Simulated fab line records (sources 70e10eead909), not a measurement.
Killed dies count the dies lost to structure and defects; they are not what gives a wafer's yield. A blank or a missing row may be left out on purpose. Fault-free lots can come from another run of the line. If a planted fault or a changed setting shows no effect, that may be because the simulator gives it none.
One fault seen from 3 desks :: flow nand harc :: every desk sees just its own numbers, and what lay behind them comes last

FROM THE METROLOGY DESK
Means of the sampled wafers that have a number, per lot and without regard to the tool the lot ran on: this is what the gauges read. The brackets show how far a lot's mean lies from the usual mean; more than 4 standard deviations puts the lot out of limits, marked OUT.
Columns: A = cd nm at NHARC_A_M0_CD_MEAS_09, usual 79.9 nm; B = overlay x nm at NHARC_A_M0_OVL_MEAS_10, usual -0.1 nm; C = overlay y nm at NHARC_A_M0_OVL_MEAS_10, usual 0.2 nm; D = cd nm at NHARC_A_M0_CD_MEAS_16, usual 79.8 nm
lot: L649
first seen here: day 22 18:41
A: 81.1
B: 0.0
C: -0.7
D: 80.8

lot: L652
first seen here: day 24 04:59
A: 79.4
B: -0.9
C: 0.4
D: 79.8

lot: L656
first seen here: day 25 22:13
A: 79.6
B: -0.8
C: -1.4
D: 79.6

lot: L662
first seen here: day 27 08:55
A: 79.1
B: -0.2
C: -0.9
D: 78.6

lot: L663
first seen here: day 27 15:51
A: 79.3
B: 0.8
C: -0.7
D: 78.8

lot: L668
first seen here: day 30 22:41
A: 80.0
B: 0.3
C: -0.8
D: 80.0
This desk's finding: nothing out of limits on any of the 6 lots.

DESK OF THE TOOL OWNER: litho track-06
The tool's own readings at NHARC_A_M0_SOFTBAKE_04 (time 55 s): means of the sampled wafers that have a number, for each lot that ran on this tool. The brackets show how far a lot's mean lies from the usual mean; more than 4 standard deviations puts the lot out of limits, marked OUT.
Columns: A = heater power total W at NHARC_A_M0_SOFTBAKE_04, usual 188.46 W; B = resist line temp C at NHARC_A_M0_SOFTBAKE_04, usual 22.99 C
lot: L652
first seen here: day 24 04:00
A: 188.44
B: 22.97

lot: L662
first seen here: day 27 08:00
A: 214.21 (+99 or more) OUT
B: 23.03

lot: L663
first seen here: day 27 15:00
A: 214.38 (+99 or more) OUT
B: 23.03
This desk finds L662, L663 out of limits, L662 being first, at day 27 08:00 (heater power total W at NHARC_A_M0_SOFTBAKE_04). In limits: L652.

THE DEFECT DESK
Inspection counts along the route, by lot: the mean over sampled wafers that carry a number. The brackets show how far a lot's mean lies from the usual mean; more than 4 standard deviations puts the lot out of limits, marked OUT.
Columns: A = raw defect count at NHARC_A_BLC_INSPECT_28, usual 525; B = raw defect count at NHARC_A_M0_INSPECT_11, usual 93
lot: L649
first seen here: day 22 17:47
A: 655
B: 100

lot: L652
first seen here: day 24 04:05
A: 510
B: 103

lot: L656
first seen here: day 25 21:19
A: 515
B: 82

lot: L662
first seen here: day 27 07:59
A: 755
B: 136

lot: L663
first seen here: day 27 15:03
A: 502
B: 30

lot: L668
first seen here: day 30 21:46
A: 473
B: 78
This desk's finding: nothing out of limits on any of the 6 lots.

TAKEN TOGETHER
The tool owner's desk had the chance to raise an alarm at day 27 08:00 on L662, L663.
The metrology desk saw nothing out of limits.
Nothing out of limits was seen by the defect desk.
The metrology desk holds a record of L662, L663, inside its limits.
The defect desk has L662, L663 on record, within its limits.
On litho track-06, each named lot ran NHARC_A_M0_SOFTBAKE_04.

WHAT THE SIMULATOR PUT IN
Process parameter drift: litho track-06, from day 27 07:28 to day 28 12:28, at NHARC_A_M0_SOFTBAKE_04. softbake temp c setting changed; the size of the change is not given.
Shown lots that were struck: L662, L663.
Hours from the fault's start to each desk's first reading out of limits: the tool owner's desk, 1.
